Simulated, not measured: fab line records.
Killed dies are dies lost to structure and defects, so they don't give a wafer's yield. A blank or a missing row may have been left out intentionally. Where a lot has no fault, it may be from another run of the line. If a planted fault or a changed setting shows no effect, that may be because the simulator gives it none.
Chamber matching :: flow n5_finfet :: rie_diel-02 running N5_FIN_CUT_CUT_ETCH_27: 4 sister chambers
The step etches SiO2 in CHF3/O2, target depth 4 nm, overetch 2 nm, time 4.9 s. 16 wafers are shown with their chamber, then 8 later ones without.

## WAFERS PAIRED WITH THEIR CHAMBERS
wafer: L074.2
chamber: 1
showerhead_plenum_p_Torr (Torr): 2.32
rf_vpp_V (V): 519
throttle_valve_pct (%): 18.97

wafer: L074.5
chamber: 2
showerhead_plenum_p_Torr (Torr): 2.37
rf_vpp_V (V): 525
throttle_valve_pct (%): 18.78

wafer: L074.6
chamber: 3
showerhead_plenum_p_Torr (Torr): 2.32
rf_vpp_V (V): 515
throttle_valve_pct (%): 18.67

wafer: L080.3
chamber: 3
showerhead_plenum_p_Torr (Torr): 2.32
rf_vpp_V (V): 514
throttle_valve_pct (%): 18.70

wafer: L080.5
chamber: 0
showerhead_plenum_p_Torr (Torr): 2.47
rf_vpp_V (V): 524
throttle_valve_pct (%): 19.08

wafer: L080.6
chamber: 3
showerhead_plenum_p_Torr (Torr): 2.32
rf_vpp_V (V): 513
throttle_valve_pct (%): 18.70

wafer: L083.1
chamber: 3
showerhead_plenum_p_Torr (Torr): 2.31
rf_vpp_V (V): 515
throttle_valve_pct (%): 18.70

wafer: L083.4
chamber: 1
showerhead_plenum_p_Torr (Torr): 2.32
rf_vpp_V (V): 519
throttle_valve_pct (%): 19.01

wafer: L083.6
chamber: 0
showerhead_plenum_p_Torr (Torr): 2.47
rf_vpp_V (V): 523
throttle_valve_pct (%): 19.08

wafer: L087.2
chamber: 3
showerhead_plenum_p_Torr (Torr): 2.31
rf_vpp_V (V): 513
throttle_valve_pct (%): 18.72

wafer: L087.3
chamber: 1
showerhead_plenum_p_Torr (Torr): 2.31
rf_vpp_V (V): 519
throttle_valve_pct (%): 19.02

wafer: L087.5
chamber: 2
showerhead_plenum_p_Torr (Torr): 2.36
rf_vpp_V (V): 525
throttle_valve_pct (%): 18.80

wafer: L088.2
chamber: 0
showerhead_plenum_p_Torr (Torr): 2.47
rf_vpp_V (V): 523
throttle_valve_pct (%): 19.09

wafer: L088.4
chamber: 0
showerhead_plenum_p_Torr (Torr): 2.47
rf_vpp_V (V): 524
throttle_valve_pct (%): 19.09

wafer: L088.5
chamber: 0
showerhead_plenum_p_Torr (Torr): 2.47
rf_vpp_V (V): 522
throttle_valve_pct (%): 19.12

wafer: L093.1
chamber: 0
showerhead_plenum_p_Torr (Torr): 2.46
rf_vpp_V (V): 524
throttle_valve_pct (%): 19.11

SIGNATURES, as means of the wafers listed above
reading: showerhead_plenum_p_Torr
chamber 0: 2.4683
chamber 1: 2.3167
chamber 2: 2.3650
chamber 3: 2.3160
scatter within a chamber: 0.00516

reading: rf_vpp_V
chamber 0: 523.33
chamber 1: 519.00
chamber 2: 525.00
chamber 3: 514.00
scatter within a chamber: 0.782

reading: throttle_valve_pct
chamber 0: 19.0950
chamber 1: 19.0000
chamber 2: 18.7900
chamber 3: 18.6980
scatter within a chamber: 0.0188
Rule: for a wafer and a chamber, the distance is found by dividing, reading by reading, the gap between the wafer's reading and the chamber's mean by the reading's scatter, squaring, summing and taking the root. If the next closest chamber is less than 2 further off than the closest, the wafer can't be placed; otherwise it belongs to the closest. How the scatter is found: for the shown wafers, subtract from each reading the mean of its chamber, square and add these, divide the total by (wafers less chambers), then take the root.

## WAFERS MISSING THEIR CHAMBER
wafer: L093.3
showerhead_plenum_p_Torr (Torr): 2.36
rf_vpp_V (V): 523
throttle_valve_pct (%): 18.83

wafer: L093.5
showerhead_plenum_p_Torr (Torr): 2.36
rf_vpp_V (V): 525
throttle_valve_pct (%): 18.83

wafer: L095.1
showerhead_plenum_p_Torr (Torr): 2.31
rf_vpp_V (V): 519
throttle_valve_pct (%): 19.03

wafer: L095.2
showerhead_plenum_p_Torr (Torr): 2.31
rf_vpp_V (V): 513
throttle_valve_pct (%): 18.73

wafer: L095.4
showerhead_plenum_p_Torr (Torr): 2.36
rf_vpp_V (V): 525
throttle_valve_pct (%): 18.84

wafer: L096.1
showerhead_plenum_p_Torr (Torr): 2.46
rf_vpp_V (V): 522
throttle_valve_pct (%): 19.12

wafer: L096.2
showerhead_plenum_p_Torr (Torr): 2.31
rf_vpp_V (V): 519
throttle_valve_pct (%): 19.03

wafer: L096.3
showerhead_plenum_p_Torr (Torr): 2.30
rf_vpp_V (V): 514
throttle_valve_pct (%): 18.73

## WHICH CHAMBER EACH ONE RAN IN
wafer: L093.3
from the rows above: 2
in truth: 2

wafer: L093.5
from the rows above: 2
in truth: 2

wafer: L095.1
from the rows above: 1
in truth: 1

wafer: L095.2
from the rows above: 3
in truth: 3

wafer: L095.4
from the rows above: 2
in truth: 2

wafer: L096.1
from the rows above: 0
in truth: 0

wafer: L096.2
from the rows above: 1
in truth: 1

wafer: L096.3
from the rows above: 3
in truth: 3
Placed correctly: 8 of 8. From these rows, 0 cannot be placed. Placed wrongly: 0.
